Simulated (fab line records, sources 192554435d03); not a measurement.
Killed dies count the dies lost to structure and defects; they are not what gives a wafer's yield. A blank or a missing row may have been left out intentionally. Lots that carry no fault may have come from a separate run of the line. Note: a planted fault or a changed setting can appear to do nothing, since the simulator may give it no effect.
A lot that was struck, set against a sound lot | flow n5_finfet | 29 steps out of a route of 1938
Sound: wafers L436.2, L436.5, L436.6. Wafers L429.3, L429.4, L429.6 were the ones struck. At the end, the cause is stated.
For every step that has rows: the tool of each side, followed by ch and its chambers, followed by its first start. Under that, the readings that differ: sound wafers | struck wafers | difference of the means | sigmas: that difference in standard deviations of wafers without a fault.
alike: words and numbers the same on both sides, and readings whose means are apart by under 2 such deviations; not compared: readings that were withheld, readings missing a value for some wafer, numbers with overlapping values and no deviation given by the record, and bounds like >300 which may hide the same value.
Wherever a step has rows on one side only, a row that says differs or no value, or a row with sigmas, the two part there. Numbers that have no deviation but don't overlap get no sigmas and don't part them. Lack of a reading on every wafer of one side parts them only where that side has two or more wafers.

first, 3 steps without rows for these wafers: N5_BEOL_M0_SAQP_EXPOSE_11 (exposes mask M0 CORE, target cd 42 nm); N5_BEOL_M0_SAQP_PEB_12 (peb time 60 s); N5_BEOL_M0_SAQP_DEVELOP_13 (develop time 30 s).
N5_BEOL_M0_SAQP_CD_MEAS_14 targets a cd of 42.5 nm.
  sound on cd_sem-01 ch 0, day 10 08:07; struck on cd_sem-03 ch 0, day 8 13:12
  alike: cd_nm
N5_BEOL_M0_SAQP_OVL_MEAS_15:
  sound on overlay-02 ch 0, day 10 08:08; struck on overlay-01 ch 0, day 8 13:14
  alike: M0_CORE_OVL
N5_BEOL_M0_SAQP_INSPECT_16: inspects for defects (brightfield).
  sound on defect_inspect-02 at day 10 08:10; struck on defect_inspect-01 at day 8 13:15
  alike: raw_defect_count
then, 6 steps without rows for these wafers: N5_BEOL_M0_SAQP_DESCUM_19 (chemistry O2, time 7.9 s); N5_BEOL_M0_SAQP_ETCH_83 (etches SiARC in CF4, target depth 39 nm, time 65 s); N5_BEOL_M0_SAQP_ETCH_84 (etches SOC in N2/H2, target depth 100 nm, overetch 20 nm, time 150 s); N5_BEOL_M0_SAQP_STRIP_80 (strips in N2/H2); N5_BEOL_M0_SAQP_HM_OPEN_112 (chemistry CHF3/O2, target SiO2, stops on a-Si, target depth 12 nm, time 13.5 s); N5_BEOL_M0_SAQP_STRIP_113 (strips in CHF3/O2).
N5_BEOL_M0_SAQP_MANDREL_ETCH_20: etches a-Si in HBr/Cl2, stops on SiNx, target depth 60 nm, bt time 10 s, time 30 s.
  sound on rie_si-02 ch 0,3, day 10 08:28; struck on rie_si-05 ch 1,2, day 8 13:34
  no value came back on the struck wafers for any of 5 readings (HBr_flow_sccm (sccm), bias_w (W) and others); on the sound wafers HBr_flow_sccm (sccm) reads 150.6 149.4 149.4
  reading                                         | sound          | struck            | difference | sigmas
  model.SOC_of_BEOL_M0_SAQP_COAT_81.thk_nm (nm)   | 76.6 76.2 76.2 | 100.4 100.6 100.8 | +24.3      |
  model.SiNx_of_BEOL_M0_SAQP_PECVD_97.thk_nm (nm) | 18.2 18.2 18.8 | 23 23.6 23        | +5         |
  not compared: rf_hours_counter_h
N5_BEOL_M0_SAQP_STRIP_86: strips in N2/H2.
  sound on rie_diel-04 ch 0,1,3, day 10 08:34; struck on rie_diel-04 ch 0,2, day 8 13:40
  alike: drypump_motor_current_A, oes_product_au, rf_vpp_V, showerhead_plenum_p_Torr, throttle_valve_pct
  not compared: rf_hours_counter_h
then, 4 steps without rows for these wafers: N5_BEOL_M0_SAQP_STRIP_115 (strips in post etch residue remover, time 60 s); N5_BEOL_M0_SAQP_SRD_93 (time 30 s); N5_BEOL_M0_SAQP_RECESS_114 (chemistry HF/NH3, target SiO2, target depth 14.4 nm, afs cycles 3, sublimation time 60 s); N5_BEOL_M0_SAQP_SPACER1_ALD_98 (deposits SiO2, target thk 12.8 nm, pulse time 1 s, purge time 2 s).
N5_BEOL_M0_SAQP_SPACER1_ETCHBACK_99: etches SiO2 in CHF3/O2, target depth 15.4 nm, time 7.7 s.
  sound on rie_diel-04 ch 0,3, day 10 09:44; struck on rie_diel-03 ch 0,2,3, day 8 15:13
  reading               | sound          | struck         | difference | sigmas
  oes_product_au (a.u.) | 0.71 0.71 1.00 | 0.29 0.33 0.30 | -0.50      | -6
  alike: drypump_motor_current_A, oes_o_777_au, rf_vpp_V, showerhead_plenum_p_Torr, throttle_valve_pct
  not compared: rf_hours_counter_h
N5_BEOL_M0_SAQP_MANDREL1_REMOVE_100: chemistry HBr/Cl2/O2, target a-Si, stops on SiNx, bt time 10 s.
  sound on rie_si-03 ch 0,1,3, day 10 09:49; struck on rie_si-05 ch 1,2, day 8 15:19
  alike: drypump_motor_current_A, oes_o_777_au, oes_product_au, throttle_valve_pct
  not compared: rf_hours_counter_h
N5_BEOL_M0_SAQP_CD_MEAS_25 targets a cd of 13.1 nm.
  sound on cd_sem-03 ch 0, day 10 09:56; struck on cd_sem-01 ch 0, day 8 15:25
  reading    | sound             | struck | difference                    | sigmas
  cd_nm (nm) | 12.59 12.63 12.73 | - - -  | no value on the struck wafers |
N5_BEOL_M0_SAQP_ETCH_101: etches SiNx in CH3F/O2, target depth 29.9 nm, time 42.7 s.
  sound on rie_diel-03 ch 0,1,2, day 10 10:04; struck on rie_diel-03 ch 1,2,3, day 8 15:28
  alike: CH3F_flow_sccm, O2_flow_sccm, drypump_motor_current_A, oes_o_777_au, oes_product_au, rf_vpp_V, showerhead_plenum_p_Torr, throttle_valve_pct
  not compared: rf_hours_counter_h
then, 1 step without rows for these wafers: N5_BEOL_M0_SAQP_ETCH_102 (etches SiO2 in CF4, target depth 4 nm, time 4.4 s).
N5_BEOL_M0_SAQP_MANDREL_ETCH_103: etches a-Si in HBr/Cl2, stops on SiCN, target depth 45 nm, bt time 10 s, time 27 s.
  sound on rie_si-05 ch 0,1, day 10 10:13; struck on rie_si-03 ch 0,3, day 8 15:36
  alike: HBr_flow_sccm, bias_w, drypump_motor_current_A, oes_product_au, throttle_valve_pct
  not compared: rf_hours_counter_h
then, 2 steps without rows for these wafers: N5_BEOL_M0_SAQP_RECESS_104 (chemistry HF/NH3, target SiO2, target depth 18 nm, afs cycles 3, sublimation time 60 s); N5_BEOL_M0_SAQP_COAT_105 (time 60 s, resist thk 100 nm).
N5_BEOL_M0_SAQP_ETCH_106: etches SOC in N2/H2, stops on SiNx, target depth 150 nm.
  sound on rie_diel-03 ch 0,1, day 10 10:47; struck on rie_diel-04 ch 0,1,2, day 8 16:09
  reading                                         | sound          | struck       | difference | sigmas
  model.SiNx_of_BEOL_M0_SAQP_PECVD_97.thk_nm (nm) | 15.2 15.2 15.8 | 20 20.6 20.2 | +5         |
  alike: bias_w, chamber_pressure_mTorr, drypump_motor_current_A, oes_product_au, rf_vpp_V, showerhead_plenum_p_Torr, throttle_valve_pct
  not compared: rf_hours_counter_h
N5_BEOL_M0_SAQP_ETCH_107: etches SiNx in CH3F/O2, target depth 30 nm.
  sound on rie_diel-03 ch 0,1, day 10 10:50; struck on rie_diel-04 ch 0,1,2, day 8 16:13
  alike: CH3F_flow_sccm, O2_flow_sccm, drypump_motor_current_A, oes_o_777_au, oes_product_au, rf_vpp_V, showerhead_plenum_p_Torr, throttle_valve_pct
  not compared: rf_hours_counter_h
N5_BEOL_M4_RC_MEAS_101:
  the record has rows for the sound wafers here (prober-01 ch 0, day 13 00:32) and none for the struck ones

## WHERE THEY PART
First at N5_BEOL_M0_SAQP_MANDREL_ETCH_20; last, within this record, at N5_BEOL_M4_RC_MEAS_101.

WHY: what the simulator had put in
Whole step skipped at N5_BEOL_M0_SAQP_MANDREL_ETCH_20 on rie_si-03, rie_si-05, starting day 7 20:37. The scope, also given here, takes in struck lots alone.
